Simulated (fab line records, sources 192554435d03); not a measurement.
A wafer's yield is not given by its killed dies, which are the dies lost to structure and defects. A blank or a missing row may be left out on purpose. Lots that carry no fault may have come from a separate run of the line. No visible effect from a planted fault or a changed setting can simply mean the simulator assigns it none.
fab line records	flow n5-finfet
record lots=7	wafers=39
route steps=1938 shown BEOL_M10@1470 BEOL_M11@1587 BEOL_M14@1763 TV_OPEN@1890
start-h: hours from the record's opening day to when the first of the lot's shown wafers began	wait-h: hours elapsed since this lot's preceding step	" the same as in the row above	L1.1+2: one row covering several wafers at once	- either no value or no given start	* or withheld: withheld	< > ~ a bound
route shown NAME@n: a module of which the file shows steps, and the number in the route of the first	usual: average and standard deviation across the fault-free wafers	same: alike in all rows	chamber/n: place in a boat	sites: readings site by site	_std_site: standard deviation across them	_edge_site: outer sites' mean less inner sites'	radius-mm: how far each site lies from the wafer's centre	mask NAME#n: copy n	behind: the tool/chamber that last shaped the wafer	hold: why the lot was held/for how many hours/how that ended	device: whichever transistor did not switch (one of n, p or np)	end of line: the route-end tests of the same wafers	for a step that has no rows: nothing shown but its recipe	killed: count of dies lost to structure and defects at first sort (not the wafer's yield)	map: a wafer's dies, marking killed ones x, the rest . and places with no die _
set.NAME: the setting the step ran with; set.NAME@STEP: the setting that earlier step ran with	model.NAME: the simulator's own value behind a step, which no gauge read
lots run with intentionally changed settings; tables by step, rows by wafer
## steps
# step N5_BEOL_M10_ILD_DEP_00
# recipe material=SiCOH_lowk	target-thk-a=3085.1	temp-c=300	precursor=DEMS/porogen	pressure-torr=5	rf-w=500	time-s=58
lot.wafer	tool	chamber	start-h	wait-h	set.time-s	model.SiCOH_lowk_of_BEOL_M10_ILD_DEP_00.thk-nm
L077.1	pecvd-01	1	234.58	0.0	58	308.4
L077.2	"	0	"	"	80.25	419.8
L077.3	"	2	"	"	80.25	416.2
L077.4	"	1	"	"	58	312.6
L077.5	"	2	"	"	80.25	423.4
L077.6	"	0	"	"	58	305.6
L078.1	pecvd-02	1	244.77	0.0	58	299.2
L078.2	"	2	"	"	85.25	448.6
L078.3	"	0	"	"	85.25	443.6
L078.4	"	1	"	"	85.25	448
L078.5	"	0	"	"	58	313.4
L078.6	"	2	"	"	58	315
L080.2	pecvd-01	0	285.42	0.0	58	302.2
L080.3	"	1	"	"	58	309.4
L080.4	"	1	"	"	58	308.6
L082.1	pecvd-02	1	297.08	0.0	58	300.8
L082.2	"	0	"	"	58	304.2
L082.3	"	2	"	"	58	302.2
L082.4	"	1	"	"	58	302
L082.5	"	2	"	"	58	308.4
L082.6	"	0	"	"	58	307.4
L089.1	pecvd-02	1	333.38	0.0	58	301
L089.2	"	0	"	"	58	305.2
L089.3	"	2	"	"	58	304.8
L089.4	"	1	"	"	58	305.8
L089.5	"	0	"	"	58	306.4
L089.6	"	2	"	"	58	313
L093.1	pecvd-01	1	363.75	0.0	58	309.2
L093.2	"	0	"	"	34.15	189.8
L093.3	"	2	"	"	58	312.8
L093.4	"	0	"	"	58	312.4
L093.5	"	2	"	"	34.15	186.8
L093.6	"	1	"	"	34.15	192.6
L097.1	pecvd-02	2	375.39	0.0	34.55	183
L097.2	"	0	"	"	58	301.6
L097.3	"	1	"	"	34.55	181.6
L097.4	"	2	"	"	34.55	186.8
L097.5	"	0	"	"	58	307.2
L097.6	"	1	"	"	58	304.6
# step N5_BEOL_M10_CURE_71
# recipe temp-c=385	time-s=240	ambient=He/Ar	material=SiCOH_lowk
lot.wafer	tool	chamber	start-h	wait-h	set.time-s@BEOL_M10_ILD_DEP_00	model.SiCOH_lowk_of_BEOL_M10_ILD_DEP_00.thk-nm
L077.1	uv-cure-02	0	234.66	0.0	58	268
L077.2	"	0	"	"	80.25	367
L077.3	"	0	"	"	80.25	363.8
L077.4	"	0	"	"	58	271.6
L077.5	"	0	"	"	80.25	370.2
L077.6	"	0	"	"	58	265.4
L078.1	uv-cure-03	0	244.85	0.0	58	259.8
L078.2	"	0	"	"	85.25	392.8
L078.3	"	0	"	"	85.25	388.4
L078.4	"	0	"	"	85.25	392.2
L078.5	"	0	"	"	58	272.4
L078.6	"	0	"	"	58	273.6
L080.2	uv-cure-02	2	285.58	0.1	58	262.4
L080.3	"	2	"	"	58	268.8
L080.4	"	2	"	"	58	268
L082.1	uv-cure-03	2	297.16	0.0	58	261.2
L082.2	"	2	"	"	58	264.2
L082.3	"	2	"	"	58	262.6
L082.4	"	2	"	"	58	262.4
L082.5	"	2	"	"	58	267.8
L082.6	"	2	"	"	58	267
L089.1	uv-cure-01	2	333.46	0.0	58	261.4
L089.2	"	2	"	"	58	265
L089.3	"	2	"	"	58	264.8
L089.4	"	2	"	"	58	265.6
L089.5	"	2	"	"	58	266.2
L089.6	"	2	"	"	58	272
L093.1	uv-cure-01	2	363.83	0.0	58	268.6
L093.2	"	2	"	"	34.15	163.8
L093.3	"	2	"	"	58	271.8
L093.4	"	2	"	"	58	271.6
L093.5	"	2	"	"	34.15	161.2
L093.6	"	2	"	"	34.15	166.2
L097.1	uv-cure-03	0	375.47	0.0	34.55	157.8
L097.2	"	0	"	"	58	261.8
L097.3	"	0	"	"	34.55	156.6
L097.4	"	0	"	"	34.55	161.2
L097.5	"	0	"	"	58	266.8
L097.6	"	0	"	"	58	264.4
# step N5_BEOL_M10_THK_MEAS_01
# recipe reads=SiCOH_lowk_of_BEOL_M10_ILD_DEP_00
# usual M10_ILD_THK=266/4
lot.wafer	tool	chamber	start-h	wait-h	set.time-s@BEOL_M10_ILD_DEP_00	M10_ILD_THK[nm]
L077.1	film-metro-02	-	235.17	0.4	58	268
L077.2	"	-	"	"	80.25	367
L077.3	"	-	"	"	80.25	364
L077.4	"	-	"	"	58	272
L077.5	"	-	"	"	80.25	370
L077.6	"	-	"	"	58	266
L078.1	film-metro-01	-	245.37	0.4	58	260
L078.2	"	-	"	"	85.25	393
L078.3	"	-	"	"	85.25	388
L078.4	"	-	"	"	85.25	392
L078.5	"	-	"	"	58	272
L078.6	"	-	"	"	58	274
L080.2	film-metro-01	-	286.01	0.4	58	263
L080.3	"	-	"	"	58	269
L080.4	"	-	"	"	58	268
L082.1	film-metro-01	-	298.15	0.8	58	261
L082.2	"	-	"	"	58	264
L082.3	"	-	"	"	58	263
L082.4	"	-	"	"	58	262
L082.5	"	-	"	"	58	268
L082.6	"	-	"	"	58	267
L089.1	film-metro-02	-	333.97	0.4	58	262
L089.2	"	-	"	"	58	265
L089.3	"	-	"	"	58	265
L089.4	"	-	"	"	58	266
L089.5	"	-	"	"	58	266
L089.6	"	-	"	"	58	272
L093.1	film-metro-02	-	364.82	0.8	58	268
L093.2	"	-	"	"	34.15	164
L093.3	"	-	"	"	58	272
L093.4	"	-	"	"	58	272
L093.5	"	-	"	"	34.15	161
L093.6	"	-	"	"	34.15	166
L097.1	film-metro-02	-	375.98	0.4	34.55	158
L097.2	"	-	"	"	58	262
L097.3	"	-	"	"	34.55	157
L097.4	"	-	"	"	34.55	161
L097.5	"	-	"	"	58	267
L097.6	"	-	"	"	58	265
# step N5_BEOL_M11_CURE_72
# recipe temp-c=370	time-s=120	ambient=DMADMS/He	material=SiCOH_lowk
# usual lamp-power-pct=52.31/0.052
lot.wafer	tool	chamber	start-h	wait-h	set.time-s	lamp-power-pct
L077.1	uv-cure-01	2	246.62	0.0	171.5	50.02
L077.2	"	2	"	"	120	52.35
L077.3	"	2	"	"	120	52.33
L077.4	"	2	"	"	171.5	50.09
L077.5	"	2	"	"	171.5	50.05
L077.6	"	2	"	"	120	52.24
L078.1	uv-cure-02	2	257.64	0.0	120	52.40
L078.2	"	2	"	"	120	52.32
L078.3	"	2	"	"	120	52.25
L078.4	"	2	"	"	120	52.32
L078.5	"	2	"	"	120	52.37
L078.6	"	2	"	"	120	52.24
L080.2	uv-cure-02	0	298.75	0.2	120	52.23
L080.3	"	0	"	"	120	52.41
L080.4	"	0	"	"	120	52.20
L082.1	uv-cure-02	0	313.07	0.0	154.7	50.89
L082.2	"	0	"	"	120	52.30
L082.3	"	0	"	"	120	52.33
L082.4	"	0	"	"	154.7	50.86
L082.5	"	0	"	"	154.7	50.94
L082.6	"	0	"	"	120	52.31
L089.1	uv-cure-03	1	347.01	0.1	80.97	52.13
L089.2	"	1	"	"	80.97	52.30
L089.3	"	1	"	"	120	52.25
L089.4	"	1	"	"	120	52.30
L089.5	"	1	"	"	120	52.24
L089.6	"	1	"	"	80.97	52.34
L093.1	uv-cure-01	0	376.04	0.0	120	52.27
L093.2	"	0	"	"	120	52.29
L093.3	"	0	"	"	120	52.36
L093.4	"	0	"	"	120	52.26
L093.5	"	0	"	"	120	52.35
L093.6	"	0	"	"	120	52.37
L097.1	uv-cure-03	1	386.59	0.0	120	52.33
L097.2	"	1	"	"	120	52.33
L097.3	"	1	"	"	120	52.18
L097.4	"	1	"	"	120	52.30
L097.5	"	1	"	"	120	52.32
L097.6	"	1	"	"	120	52.29
# step N5_BEOL_M14_SPUTTER_44
# recipe material=Ta	target-thk-a=150	temp-c=50	bias-v=80	power-w=15000	chamber-pressure-pa=0.07	time-s=24.19
lot.wafer	tool	chamber	start-h	wait-h	set.time-s	model.Ta_of_BEOL_M14_SPUTTER_44.thk-nm
L077.1+4	pvd-sputter-01	-	266.26	0.0	29.84	18.8
L077.2	"	-	"	"	29.84	18.6
L077.3+5+6	"	-	"	"	24.19	15.2
L078.1+4	pvd-sputter-01	-	279.51	0.0	14.89	9.4
L078.2+3+6	"	-	"	"	24.19	15
L078.5	"	-	"	"	14.89	9.2
L080.2+3	pvd-sputter-01	-	314.04	0.0	24.19	15
L080.4	"	-	"	"	24.19	14.8
L082.1+2	pvd-sputter-01	-	334.92	0.0	24.19	15
L082.3+4+5+6	"	-	"	"	24.19	15.2
L089.1+4	pvd-sputter-03	-	366.58	0.0	20.5	12.8
L089.2	"	-	"	"	20.5	12.6
L089.3+5+6	"	-	"	"	24.19	14.8
L093.1+6	pvd-sputter-01	-	398.35	0.0	36.18	22.4
L093.2+3	"	-	"	"	24.19	15
L093.4	"	-	"	"	24.19	14.8
L093.5	"	-	"	"	36.18	22.2
L097.1	pvd-sputter-03	-	408.55	0.0	24.19	14.6
L097.2	"	-	"	"	20.36	12.6
L097.3	"	-	"	"	20.36	12.2
L097.4	"	-	"	"	20.36	12.8
L097.5+6	"	-	"	"	24.19	15
# step N5_BEOL_M14_SPUTTER_45
# recipe material=Cu	target-thk-a=1000	temp-c=-20	bias-v=60	power-w=26000	chamber-pressure-pa=0.13	time-s=16.67
# step N5_BEOL_M14_ECD_47
# recipe material=Cu	target-thk-a=12480
# step N5_BEOL_M14_ANNEAL_48
# recipe temp-c=225	time-s=90	ambient=N2
# step N5_BEOL_M14_CMP_49
# recipe stop-on=SiO2	t-overpolish-s=5.2	down-force-psi=2	platen-rpm=80	clearing-platen-down-force-psi=2	clearing-platen-rpm=80	post-cmp-clean=cu-alkaline	target-thk-nm=560	clearing-platen-pad-velocity-m-s=1.5917	pad-velocity-m-s=1.5917
# usual barrier-field-endpoint-s=11.45/0.24
lot.wafer	tool	chamber	start-h	wait-h	set.time-s@BEOL_M14_SPUTTER_44	barrier-field-endpoint-s
L077.4	cmp-01	1	266.99	0.1	29.84	12.98
L077.3	"	2	"	"	24.19	11.81
L077.2	"	3	"	"	29.84	12.71
L077.1	"	0	"	"	29.84	12.48
L077.5	"	1	"	"	24.19	11.59
L077.6	"	2	"	"	24.19	11.49
L078.2	cmp-01	3	280.19	0.2	24.19	11.25
L078.1	"	0	"	"	14.89	8.97
L078.4	"	1	"	"	14.89	9.31
L078.3	"	2	"	"	24.19	11.69
L078.6	"	3	"	"	24.19	11.45
L078.5	"	0	"	"	14.89	9.07
L080.4	cmp-04	0	315.21	0.1	24.19	11.72
L080.2	"	1	"	"	24.19	11.85
L080.3	"	3	"	"	24.19	11.48
L082.1	cmp-01	1	335.70	0.3	24.19	11.48
L082.2	"	2	"	"	24.19	11.72
L082.4	"	3	"	"	24.19	11.38
L082.3	"	0	"	"	24.19	11.45
L082.6	"	1	"	"	24.19	11.88
L082.5	"	2	"	"	24.19	11.98
L089.4	cmp-03	2	367.35	0.1	20.5	10.17
L089.3	"	3	"	"	24.19	10.89
L089.1	"	0	"	"	20.5	10.37
L089.2	"	1	"	"	20.5	10.43
L089.5	"	2	"	"	24.19	11.07
L089.6	"	3	"	"	24.19	10.81
L093.4	cmp-01	1	399.03	0.1	24.19	11.26
L093.2	"	2	"	"	24.19	11.60
L093.3	"	3	"	"	24.19	11.65
L093.1	"	0	"	"	36.18	13.92
L093.5	"	1	"	"	36.18	14.14
L093.6	"	2	"	"	36.18	14.77
L097.1	cmp-04	0	410.00	0.5	24.19	11.45
L097.4	"	1	"	"	20.36	10.66
L097.2	"	2	"	"	20.36	10.67
L097.3	"	3	"	"	20.36	10.60
L097.6	"	0	"	"	24.19	11.42
L097.5	"	1	"	"	24.19	11.54
# step N5_PASSIVATION_ETCH_15
# recipe chemistry=CF4/N2	target=SiCN	target-depth-a=750	taper-deg=2	time-s=81.2	ion-energy-ev=150	mask-material=SiNx	pressure-mtorr=40	source-w=430	bias-w=70	Ar_flow_sccm=100	cf4-flow-sccm=60	n2-flow-sccm=60
lot.wafer	tool	chamber	start-h	wait-h	set.target-depth-a	model.etch.depth-nm
L077.1	rie-diel-04	3	-	-	750	64.18
L077.2	"	2	"	"	623.6	51.62
L077.3	"	1	"	"	623.6	53.78
L077.4	"	0	"	"	623.6	52.16
L077.5	"	3	"	"	750	63.99
L077.6	"	0	"	"	750	62.43
L078.1	rie-diel-04	1	-	-	1166	100.9
L078.2	"	2	"	"	1166	97.95
L078.3	"	3	"	"	750	65.18
L078.4	"	0	"	"	750	62.88
L078.5	"	0	"	"	1166	98.56
L078.6	"	1	"	"	750	65.22
L080.2	rie-diel-01	0	-	-	750	66.34
L080.3	"	3	"	"	750	63.76
L080.4	"	1	"	"	750	61.47
L082.1	rie-diel-03	1	-	-	750	63.45
L082.2	"	2	"	"	750	63.46
L082.3	"	0	"	"	750	61.08
L082.4	"	3	"	"	750	64.85
L082.5	"	1	"	"	750	63.65
L082.6	"	2	"	"	750	63.19
L089.1	rie-diel-03	2	-	-	750	63.65
L089.2	"	1	"	"	750	63.69
L089.3	"	0	"	"	993.4	80.75
L089.4	"	1	"	"	993.4	84.78
L089.5	"	0	"	"	750	61.31
L089.6	"	2	"	"	993.4	84.86
L093.1	rie-diel-04	2	-	-	750	62.64
L093.2	"	1	"	"	750	64.96
L093.3	"	3	"	"	1096	93.74
L093.4	"	1	"	"	750	64.56
L093.5	"	2	"	"	1096	90.85
L093.6	"	3	"	"	1096	92.71
L097.1	rie-diel-03	2	-	-	1097	94.76
L097.2	"	1	"	"	750	64.39
L097.3	"	0	"	"	750	61.57
L097.4	"	2	"	"	1097	93.86
L097.5	"	0	"	"	1097	89.59
L097.6	"	1	"	"	750	64.44
## key
split step=N5_BEOL_M10_ILD_DEP_00	setting=time-s	stated=58	by=wafer
response step=N5_BEOL_M10_ILD_DEP_00	reading=model.SiCOH_lowk_of_BEOL_M10_ILD_DEP_00.thk-nm	change=+2.94	per=1%	r=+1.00
response step=N5_BEOL_M10_CURE_71	reading=model.SiCOH_lowk_of_BEOL_M10_ILD_DEP_00.thk-nm	change=+2.6	per=1%	r=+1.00
response step=N5_BEOL_M10_THK_MEAS_01	reading=M10_ILD_THK	change=+2.6	per=1%	r=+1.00
split step=N5_BEOL_M11_CURE_72	setting=time-s	stated=120	by=wafer
response step=N5_BEOL_M11_CURE_72	reading=lamp-power-pct	shape=bent	at-lowest=*	at-stated=*	at-highest=*
split step=N5_BEOL_M14_SPUTTER_44	setting=time-s	stated=24.19	by=wafer
response step=N5_BEOL_M14_SPUTTER_44	reading=model.Ta_of_BEOL_M14_SPUTTER_44.thk-nm	change=+0.148	per=1%	r=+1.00
response step=N5_BEOL_M14_CMP_49	reading=barrier-field-endpoint-s	change=+0.0555	per=1%	r=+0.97
split step=N5_PASSIVATION_ETCH_15	setting=target-depth-a	stated=750	by=wafer
response step=N5_PASSIVATION_ETCH_15	reading=model.etch.depth-nm	change=+0.627	per=1%	r=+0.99
